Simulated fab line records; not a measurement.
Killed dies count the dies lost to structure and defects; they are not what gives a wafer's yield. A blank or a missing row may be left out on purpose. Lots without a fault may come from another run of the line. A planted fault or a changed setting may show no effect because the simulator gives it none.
fab line records	flow nandHarc
record lots=6	wafers=18	lastDay=32
route steps=1302 shown P_GATE@171 END@1302
lots that met no fault: from a run of the same line without faults
startH: the number of hours between the record's first day and the start of the first shown wafer of the lot	waitH: hours from the lot's prior step to this one	" repeats the value in the row above	L1.1+2: one row covering several wafers at once	- no value, or no start was given	* or withheld: withheld	< > ~ a bound
route shown NAME@n: names a module that has steps shown in the file, with the first one's number in the route	usual: the fault-free wafers' mean and standard deviation	same: alike in all rows	chamber/n: place in a boat	sites: per-site readings	_std_site: standard deviation of those values	_edge_site: inner sites' mean taken away from outer sites' mean	radiusMm: for every site, how far away it sits from the centre of the wafer	mask NAME#n: copy n	behind: the last tool/chamber to shape the wafer	hold: cause of the lot's hold/its duration in hours/its outcome	device: transistor that didn't switch, given as n, p or np	end of line: the route-end tests of the same wafers	a step with no rows: only its recipe	killed: dies lost to structure and defects at the first sort, not the wafer's yield	map: per-die view of a wafer (x killed, . not killed, _ where there is no die)
set.NAME: the setting as run; set.NAME@STEP: as run at that earlier step	model.NAME: the simulator's own value behind a step, which no gauge read
lots seen at some steps along the route; tables by step, rows by wafer
services: a tool's chamber out of use, with start hour (startH, from the record's first day; less than 0 if before it), hours out, and reason
## steps
# step NHARC_P_GATE_HARDBAKE_47
# recipe tempC=125	timeS=80
# step NHARC_P_GATE_DESCUM_48
# recipe timeS=3	o2FlowSccm=200	arFlowSccm=0	biasPowerW=0	chemistry=O2
# usual drypumpMotorCurrentA=5.6/0.56	oesProductAu=1.004/0.016	rfVppV=57.6/0.92	showerheadPlenumPTorr=1.91/0.062	throttleValvePct=11.312/0.0097
lot.wafer	tool	chamber	startH	waitH	drypumpMotorCurrentA	oesProductAu	rfHoursCounterH	rfVppV	showerheadPlenumPTorr	throttleValvePct
L489.4	rieDiel-10	2	118.36	-	5.0	0.992	4	59.4	1.99	11.306
L489.2	"	3	"	"	5.2	1.000	3	58.9	1.94	11.312
L489.1	"	0	"	"	5.3	1.009	4	55.6	1.79	11.320
L490.1	rieDiel-05	0	124.88	-	6.3	1.004	3	57.2	1.88	11.312
L490.3	"	3	"	"	6.7	0.991	2	57.9	1.85	11.309
L490.6	"	1	"	"	5.7	1.001	-	57.5	1.95	11.300
L492.3	rieDiel-10	2	144.83	-	5.0	1.012	5	56.6	1.99	11.310
L492.2	"	0	"	"	5.3	1.011	6	57.4	1.79	11.309
L492.6	"	2	"	"	5.0	1.003	-	56.7	1.99	11.314
L497.3	rieDiel-09	1	190.99	-	4.7	1.005	1	56.5	1.95	11.316
L497.2	"	3	"	"	5.5	1.025	0	58.0	1.87	11.309
L497.5	"	2	"	"	5.4	1.013	-	58.8	1.84	11.300
L510.2	rieDiel-05	3	321.75	-	6.6	0.968	5	57.3	1.84	11.302
L510.1	"	2	"	"	6.0	0.995	3	58.1	2.00	11.325
L510.5	"	3	"	"	6.7	0.978	-	56.1	1.84	11.303
L511.2	rieDiel-09	1	330.36	-	4.7	0.976	0	58.0	1.95	11.309
L511.6	"	3	"	"	5.5	1.012	-	57.0	1.87	11.297
L511.5	"	0	"	"	6.0	0.996	-	58.3	1.91	11.325
# step NHARC_P_GATE_IMPLANT_49
# recipe energyKev=30	doseCm2=3e+15	tiltDeg=7
# step NHARC_P_GATE_STRIP_111
# recipe powerW=1500	tempC=110	timeS=250	chemistry=N2/H2
# usual drypumpMotorCurrentA=5.8/0.45	heaterPowerW=98/8.9
lot.wafer	tool	chamber	startH	waitH	drypumpMotorCurrentA	heaterPowerW	rfHoursCounterH
L489.2	plasmaAsher-02	0	118.72	0.2	5.3	107	6
L489.1	"	1	"	"	5.7	108	6
L489.4	"	0	"	"	5.3	107	-
L490.1	plasmaAsher-02	0	125.30	0.2	5.4	106	8
L490.3	"	1	"	"	5.7	108	-
L490.6	"	1	"	"	5.7	108	-
L492.2	plasmaAsher-01	0	145.25	0.2	6.7	88	28
L492.3	"	1	"	"	5.8	88	-
L492.6	"	0	"	"	6.7	88	-
L497.2	plasmaAsher-01	1	191.35	0.2	5.8	88	3
L497.3	"	0	"	"	6.6	90	-
L497.5	"	0	"	"	6.6	90	-
L510.2	plasmaAsher-02	1	322.16	0.2	5.7	104	14
L510.1	"	0	"	"	5.3	99	14
L510.5	"	0	"	"	5.3	101	-
L511.2	plasmaAsher-01	1	330.76	0.2	5.8	87	33
L511.5	"	0	"	"	6.6	90	-
L511.6	"	1	"	"	5.8	86	-
# step NHARC_P_GATE_STRIP_75
# recipe powerW=1500	tempC=250	chemistry=O2
# usual drypumpMotorCurrentA=5.8/0.45	heaterPowerW=369/33
lot.wafer	tool	chamber	startH	waitH	drypumpMotorCurrentA	heaterPowerW	rfHoursCounterH
L489.2	plasmaAsher-02	0	119.02	0.3	5.4	412	7
L489.1	"	1	"	"	5.7	405	7
L489.4	"	0	"	"	5.4	394	-
L490.1	plasmaAsher-02	0	125.57	0.2	5.4	409	8
L490.3	"	1	"	"	5.7	396	-
L490.6	"	1	"	"	5.7	397	-
L492.2	plasmaAsher-01	0	145.51	0.2	6.7	320	28
L492.3	"	1	"	"	5.7	332	-
L492.6	"	0	"	"	6.6	319	-
L497.2	plasmaAsher-01	1	191.66	0.3	5.8	334	3
L497.3	"	0	"	"	6.7	333	-
L497.5	"	0	"	"	6.7	326	-
L510.2	plasmaAsher-02	1	322.45	0.2	5.7	388	14
L510.1	"	0	"	"	5.4	381	14
L510.5	"	0	"	"	5.3	371	-
L511.2	plasmaAsher-01	1	331.02	0.2	5.8	327	33
L511.5	"	0	"	"	6.7	334	-
L511.6	"	1	"	"	5.7	326	-
# step NHARC_P_GATE_STRIP_50
# recipe timeS=900	tempC=130	chemistry=SPM
# step NHARC_P_GATE_DEHYDRATE_51
# recipe tempC=150	timeS=120
# step NHARC_P_GATE_HMDS_52
# recipe timeS=30
# step NHARC_P_GATE_COAT_53
# recipe spinRpm=3000
# step NHARC_P_GATE_SOFTBAKE_54
# recipe tempC=122	timeS=95
# step NHARC_P_GATE_EBR_55
# step NHARC_P_GATE_EXPOSE_56
# recipe na=0.6	targetCdNm=720	doseMj=14.81	maskId=P_PSD
# step NHARC_P_GATE_PEB_57
# recipe pebTempC=118	pebTimeS=85
# usual heaterPowerTotalW=163.98/0.27	plateTempC=118.00/0.13
lot.wafer	tool	chamber	startH	waitH	heaterPowerTotalW	plateTempC
L489.1	lithoTrack-05	0	119.91	0.1	163.68	118.02
L489.2	"	0	"	"	164.45	118.02
L489.4	"	0	"	"	163.63	118.04
L490.1	lithoTrack-03	0	126.39	0.1	164.23	117.91
L490.3	"	0	"	"	164.08	117.93
L490.6	"	0	"	"	163.83	118.12
L492.2	lithoTrack-07	0	146.21	0.1	164.05	117.99
L492.3	"	0	"	"	163.70	117.87
L492.6	"	0	"	"	163.67	117.95
L497.2	lithoTrack-07	0	192.37	0.1	164.11	117.81
L497.3	"	0	"	"	164.22	117.96
L497.5	"	0	"	"	163.61	117.79
L510.1	lithoTrack-07	0	323.29	0.1	172.02	122.92
L510.2	"	0	"	"	173.52	123.10
L510.5	"	0	"	"	172.89	122.93
L511.2	lithoTrack-07	0	331.72	0.1	173.44	122.77
L511.5	"	0	"	"	172.55	123.03
L511.6	"	0	"	"	173.19	122.87
# step NHARC_P_GATE_DEVELOP_58
# recipe timeS=70
# step NHARC_END_SORT_01
# recipe tempC=25
# usual killedAtArray=56/17	killedAtOther=1.2/1.4	killedAtPeriphery=4/3.2	killedDies=61/16	killedOpen=3.6/2.1	killedShort=2.7/1.8
# same grossDies=677
lot.wafer	tool	chamber	startH	waitH	killedAtArray	killedAtOther	killedAtPeriphery	killedDies	killedOpen	killedShort
L489.1	prober-01	0	559.53	2.5	30	0	4	34	3	3
L489.2	prober-01	0	560.32	2.8	36	0	6	42	6	4
L489.4	prober-01	0	561.90	3.4	43	0	5	48	4	6
L490.1	prober-01	0	570.81	2.5	33	0	1	34	4	3
L490.3	prober-01	0	572.41	3.1	45	1	3	49	2	4
L490.6	prober-01	0	574.81	4.0	43	1	4	48	6	4
L492.2	prober-02	0	594.72	2.8	45	5	3	53	3	1
L492.3	prober-02	0	595.52	3.1	50	5	2	57	4	4
L492.6	prober-02	0	597.92	4.0	50	4	3	57	4	2
L497.2	prober-02	0	641.85	2.8	84	1	5	90	0	1
L497.3	prober-02	0	642.65	3.1	93	1	3	97	4	1
L497.5	prober-02	0	644.25	3.7	84	0	5	89	3	1
L511.2	prober-01	0	771.83	2.8	60	4	14	78	4	5
L511.5	prober-01	0	774.22	3.7	64	1	10	75	6	3
L511.6	prober-01	0	775.02	4.0	50	4	5	59	2	1
L510.1	prober-02	0	772.73	2.5	62	2	2	66	3	6
L510.2	prober-02	0	773.51	2.8	44	0	8	52	5	5
L510.5	prober-02	0	775.85	3.6	53	4	2	59	6	0
# killed by level:class
L489.1 A_SLIT:chamberFilmFlake=18 P_ZERO_WELL:chamberFilmFlake=3 A_M0:geometricParticle:open=2 A_CHANNEL_FILL_D1:geometricParticle:open=1 A_ONON_D2:geometricParticle:short=1 A_CONTACT:geometricParticle:short=1 A_M0:geometricParticle:short=1 P_BONDPAD:chamberFilmFlake=1
L489.2 A_SLIT:chamberFilmFlake=18 A_CHANNEL_HOLE_D2:chamberFilmFlake=5 A_STAIRCASE:chamberFilmFlake=4 P_CONTACT:geometricParticle:open=2 P_M0:geometricParticle:short=2 A_CHANNEL_FILL_D2:chamberFilmFlake=2 P_STI:geometricParticle:short=1 A_SOURCE_PLATE:geometricParticle:open=1
L489.4 A_SLIT:chamberFilmFlake=22 A_CHANNEL_HOLE_D2:chamberFilmFlake=6 P_CONTACT:geometricParticle:open=2 A_ONON_D2:geometricParticle:short=2 P_BONDPAD:chamberFilmFlake=2 A_CHANNEL_FILL_D1:chamberFilmFlake=2 P_ZERO_WELL:geometricParticle:short=1 A_SOURCE_PLATE:geometricParticle:short=1
L490.1 A_CHANNEL_HOLE_D2:chamberFilmFlake=22 A_SGD_CUT:chamberFilmFlake=2 A_CONTACT:chamberFilmFlake=2 P_M0:geometricParticle:open=1 A_SOURCE_PLATE:geometricParticle:open=1 A_CHANNEL_HOLE_D1:geometricParticle:open=1 A_DECK1_JOINT:geometricParticle:short=1 A_WL_FILL:geometricParticle:short=1
L490.3 A_CHANNEL_HOLE_D2:chamberFilmFlake=35 A_CONTACT:chamberFilmFlake=2 A_DECK1_JOINT:chamberFilmFlake=2 P_CONTACT:geometricParticle:open=1 P_M2:geometricParticle:short=1 A_SOURCE_PLATE:geometricParticle:short=1 A_ONON_D1:geometricParticle:short=1 A_CHANNEL_FILL_D1:geometricParticle:open=1
L490.6 A_CHANNEL_HOLE_D2:chamberFilmFlake=22 A_CONTACT:chamberFilmFlake=8 A_CHANNEL_HOLE_D1:chamberFilmFlake=5 A_WL_FILL:geometricParticle:short=2 P_STI:geometricParticle:short=1 P_GATE:geometricParticle:open=1 P_M0:geometricParticle:open=1 A_SOURCE_PLATE:geometricParticle:open=1
L492.2 A_CHANNEL_HOLE_D1:chamberFilmFlake=33 A_CHANNEL_HOLE_D2:chamberFilmFlake=7 THIN_TSV:chamberFilmFlake=5 A_STAIRCASE:chamberFilmFlake=3 P_M0:geometricParticle:open=1 P_BONDPAD:geometricParticle:open=1 A_WL_FILL:geometricParticle:short=1 A_BLC:geometricParticle:open=1
L492.3 A_CHANNEL_HOLE_D1:chamberFilmFlake=24 A_CHANNEL_HOLE_D2:chamberFilmFlake=13 THIN_TSV:chamberFilmFlake=4 A_CONTACT:chamberFilmFlake=3 A_CHANNEL_FILL_D1:chamberFilmFlake=2 P_M0:geometricParticle:short=1 A_ONON_D1:geometricParticle:open=1 A_CHANNEL_FILL_D1:geometricParticle:short=1
L492.6 A_CHANNEL_HOLE_D1:chamberFilmFlake=36 A_CHANNEL_HOLE_D2:chamberFilmFlake=7 THIN_TSV:chamberFilmFlake=4 P_CONTACT:geometricParticle:open=1 P_CONTACT:geometricParticle:short=1 A_ONON_D1:geometricParticle:open=1 A_CHANNEL_HOLE_D1:geometricParticle:open=1 A_BLC:geometricParticle:short=1
L497.2 A_SLIT:chamberFilmFlake=34 A_CHANNEL_HOLE_D1:chamberFilmFlake=30 A_CHANNEL_HOLE_D2:chamberFilmFlake=11 A_STAIRCASE:chamberFilmFlake=2 P_ZERO_WELL:chamberFilmFlake=2 P_BONDPAD:chamberFilmFlake=2 A_WL_FILL:chamberFilmFlake=2 A_CHANNEL_HOLE_D1:geometricParticle:short=1
L497.3 A_CHANNEL_HOLE_D1:chamberFilmFlake=38 A_SLIT:chamberFilmFlake=34 A_CHANNEL_HOLE_D2:chamberFilmFlake=11 A_WL_FILL:chamberFilmFlake=4 P_M0:chamberFilmFlake=2 A_CONTACT:chamberFilmFlake=2 P_M2:geometricParticle:open=1 A_DECK1_JOINT:geometricParticle:short=1
L497.5 A_SLIT:chamberFilmFlake=31 A_CHANNEL_HOLE_D1:chamberFilmFlake=26 A_CHANNEL_HOLE_D2:chamberFilmFlake=12 A_WL_FILL:chamberFilmFlake=3 A_CONTACT:chamberFilmFlake=3 P_ZERO_WELL:chamberFilmFlake=2 A_CHANNEL_FILL_D1:chamberFilmFlake=2 A_STAIRCASE:chamberFilmFlake=2
L511.2 A_SLIT:chamberFilmFlake=25 A_CHANNEL_HOLE_D1:chamberFilmFlake=16 P_STI:chamberFilmFlake=8 A_CONTACT:chamberFilmFlake=4 THIN_TSV:chamberFilmFlake=4 P_GATE:chamberFilmFlake=3 A_CHANNEL_FILL_D2:chamberFilmFlake=3 A_STAIRCASE:chamberFilmFlake=3
L510.1 A_CHANNEL_HOLE_D2:chamberFilmFlake=33 A_CHANNEL_HOLE_D1:unspecified=5 A_CHANNEL_HOLE_D1:chamberFilmFlake=4 A_SLIT:chamberFilmFlake=4 A_CONTACT:chamberFilmFlake=4 A_WL_FILL:geometricParticle:short=2 P_ZERO_WELL:chamberFilmFlake=2 A_STAIRCASE:chamberFilmFlake=2
L510.2 A_CHANNEL_HOLE_D2:chamberFilmFlake=24 A_CHANNEL_HOLE_D1:unspecified=4 A_SLIT:chamberFilmFlake=3 A_DECK1_JOINT:geometricParticle:short=2 P_ZERO_WELL:chamberFilmFlake=2 P_GATE:chamberFilmFlake=2 A_CONTACT:chamberFilmFlake=2 P_CONTACT:geometricParticle:open=1
L511.5 A_SLIT:chamberFilmFlake=28 A_CHANNEL_HOLE_D1:chamberFilmFlake=21 P_STI:chamberFilmFlake=4 P_ZERO_WELL:chamberFilmFlake=3 P_GATE:chamberFilmFlake=3 A_ONON_D1:geometricParticle:open=2 A_CHANNEL_FILL_D1:geometricParticle:short=2 A_DECK1_JOINT:chamberFilmFlake=2
L511.6 A_SLIT:chamberFilmFlake=25 A_CHANNEL_HOLE_D1:chamberFilmFlake=9 A_CONTACT:chamberFilmFlake=7 A_CHANNEL_FILL_D2:chamberFilmFlake=5 THIN_TSV:chamberFilmFlake=4 P_STI:chamberFilmFlake=3 P_GATE:chamberFilmFlake=2 A_ONON_D1:geometricParticle:open=1
L510.5 A_CHANNEL_HOLE_D2:chamberFilmFlake=26 A_SLIT:chamberFilmFlake=8 A_CONTACT:chamberFilmFlake=6 THIN_TSV:chamberFilmFlake=4 A_STAIRCASE:chamberFilmFlake=3 A_M0:geometricParticle:open=2 A_CHANNEL_HOLE_D1:geometricParticle:open=1 A_CHANNEL_HOLE_D2:geometricParticle:open=1
## services
tool	chamber	startH	hours	kind
lithoTrack-03	-	100.00	7.0	pm
plasmaAsher-01	-	105.90	6.6	repair
rieDiel-09	-	109.81	0.7	repair
lithoTrack-05	-	124.00	7.0	pm
rieDiel-09	-	143.10	9.0	pm
rieDiel-10	0	158.95	5.5	repair
plasmaAsher-01	-	165.26	9.0	pm
plasmaAsher-01	0	165.26	9.0	ventCycle
plasmaAsher-01	1	165.26	9.0	ventCycle
rieDiel-09	2	166.78	6.6	repair
plasmaAsher-01	0	174.26	-	clean
rieDiel-09	1	200.94	6.2	repair
rieDiel-05	-	229.90	9.0	pm
rieDiel-10	-	242.50	9.0	pm
rieDiel-05	2	246.03	12.0	repair
rieDiel-05	1	247.73	4.1	repair
plasmaAsher-02	-	249.41	9.0	pm
lithoTrack-07	-	251.00	7.0	pm
rieDiel-10	0	273.24	3.8	repair
lithoTrack-03	-	275.00	7.0	pm
rieDiel-05	0	290.30	9.2	repair
lithoTrack-05	-	299.00	7.0	pm
rieDiel-09	-	320.11	9.0	pm
rieDiel-05	1	320.83	18.1	repair
## key
firstSign step=NHARC_P_GATE_PEB_57	reading=plateTempC	direction=up	sigmas=38	usual=*	struck=*
effect step=NHARC_P_GATE_PEB_57	reading=heaterPowerTotalW	direction=up	sigmas=34	usual=*	struck=*
metAt NHARC_P_GATE_PEB_57
struckWafers L510.1,L510.2,L510.5,L511.2,L511.5,L511.6
testerLeftOut L510,L511
onsetBetween 192.37 323.29
fault kind=processParameterDrift	tool=lithoTrack-07	chamber=-	onsetH=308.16	steps=NHARC_P_GATE_PEB_57	channel=pebTempC	offset=*	shape=step	endH=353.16	actsIn=*	stated=*
# testerLeftOut: of these lots the tester's yield and bins aren't shown, on N5 and GAA mostly nor the transistor test; their killed dies are dies lost to structure and defects alone, not to doping, threshold or leakage, so they don't give the yield
